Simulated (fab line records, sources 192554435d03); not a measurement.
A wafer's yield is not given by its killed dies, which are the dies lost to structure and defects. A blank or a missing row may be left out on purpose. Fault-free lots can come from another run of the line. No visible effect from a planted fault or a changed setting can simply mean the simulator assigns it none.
Split-lot experiment | flow n5 finfet | 7 lots, 21 wafers read, on a route of 1938 steps

== ON THE SPLIT ==
At N5_DUMMY_GATE_ETCH_32 (etches SiO2 in CF4, target depth 3.5 nm, time 3.9 s), the setting time s was moved away from the recipe's 3.9 s on 7 of the 21 wafers read, by -19.1% to -10.5%. All remaining wafers had this setting at the recipe value.

Reading taken at the split's own step.

== THE READING ==
etch.depth nm (the simulator's own value, which no gauge read), in nm, at N5_DUMMY_GATE_ETCH_32 (etches SiO2 in CF4, target depth 3.5 nm, time 3.9 s). The file does not state a usual value for it. Here, 14 wafers ran the recipe; their average is 3.477 nm with a standard deviation of 0.079 nm.

wafer  | tool, chamber at the split | time s as run, s | against the recipe | etch.depth nm, nm | against lot-mates on the recipe
L077.1 | rie si-01, 0               | 3.9              | recipe             | 3.492             | -
L077.2 | rie si-01, 3               | 3.212            | -17.6%             | 2.877             | -0.567
L077.4 | rie si-01, 1               | 3.9              | recipe             | 3.395             | -
L079.1 | rie si-01, 0               | 3.9              | recipe             | 3.498             | -
L079.3 | rie si-01, 3               | 3.9              | recipe             | 3.483             | -
L079.4 | rie si-01, 2               | 3.9              | recipe             | 3.55              | -
L087.1 | rie si-02, 2               | 3.9              | recipe             | 3.527             | -
L087.2 | rie si-02, 0               | 3.181            | -18.4%             | 2.83              | -0.697
L087.4 | rie si-02, 1               | 3.181            | -18.4%             | 2.879             | -0.648
L089.2 | rie si-04, 2               | 3.9              | recipe             | 3.383             | -
L089.3 | rie si-04, 3               | 3.9              | recipe             | 3.617             | -
L089.6 | rie si-04, 0               | 3.9              | recipe             | 3.369             | -
L092.2 | rie si-02, 0               | 3.492            | -10.5%             | 3.082             | -0.398
L092.4 | rie si-02, 3               | 3.492            | -10.5%             | 3.081             | -0.399
L092.5 | rie si-02, 2               | 3.9              | recipe             | 3.48              | -
L093.3 | rie si-02, 0               | 3.344            | -14.3%             | 2.952             | -0.554
L093.5 | rie si-02, 1               | 3.9              | recipe             | 3.502             | -
L093.6 | rie si-02, 2               | 3.9              | recipe             | 3.511             | -
L096.3 | rie si-01, 1               | 3.156            | -19.1%             | 2.687             | -0.750
L096.4 | rie si-01, 1               | 3.9              | recipe             | 3.319             | -
L096.6 | rie si-01, 0               | 3.9              | recipe             | 3.555             | -

THE FIT
A straight line over all 21 wafers: etch.depth nm changes by +0.0362 nm for each +1% of time s; r = +0.97; the points scatter about the line by 0.074 nm.
The same after taking each lot's own level away (the mean of its wafers on the recipe; 21 wafers): +0.0367 nm for each +1%; r = +0.97; scatter 0.067 nm.
According to that fit, moving time s by its largest amount changes the reading by 0.7 nm.
The span of the lots' own levels, 3.4370 to 3.5270 nm, comes to 1.1 times the standard deviation stated above.
Hence the lot-to-lot level has little effect on the slope; both slopes agree.
Check: for one of the wafers moved furthest among these (-19.1%), held out of the fit, the line's prediction against its lot-mates is -0.689 nm. Against them it came out at -0.75 nm.

== THESE WAFERS: OTHER SPLITS ==
These wafers also went through other splits before the reading. Each is held against what the fit with the lots' levels taken away leaves over:
other split on the same wafers            | wafers away from the commonest value | r with etch.depth nm (lot level and that fit taken away)
N5_PMOS_HMC_CHANNEL_EPI_HM_DEP_34 time s  | 4                                    | +0.00
N5_PMOS_HMC_CHANNEL_EPI_PEB_07 peb temp c | 8                                    | +0.01
N5_FIN_SAQP_SPACER1_ALD_24 temp c         | 6                                    | -0.02
N5_FIN_SAQP_COAT_68 spin rpm              | 5                                    | +0.48
N5_DUMMY_GATE_ETCH_37 source w            | 7                                    | -0.12

== FILE'S OWN FIT ==
etch.depth nm changes by +0.0367 nm for each +1% of time s, r = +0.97.
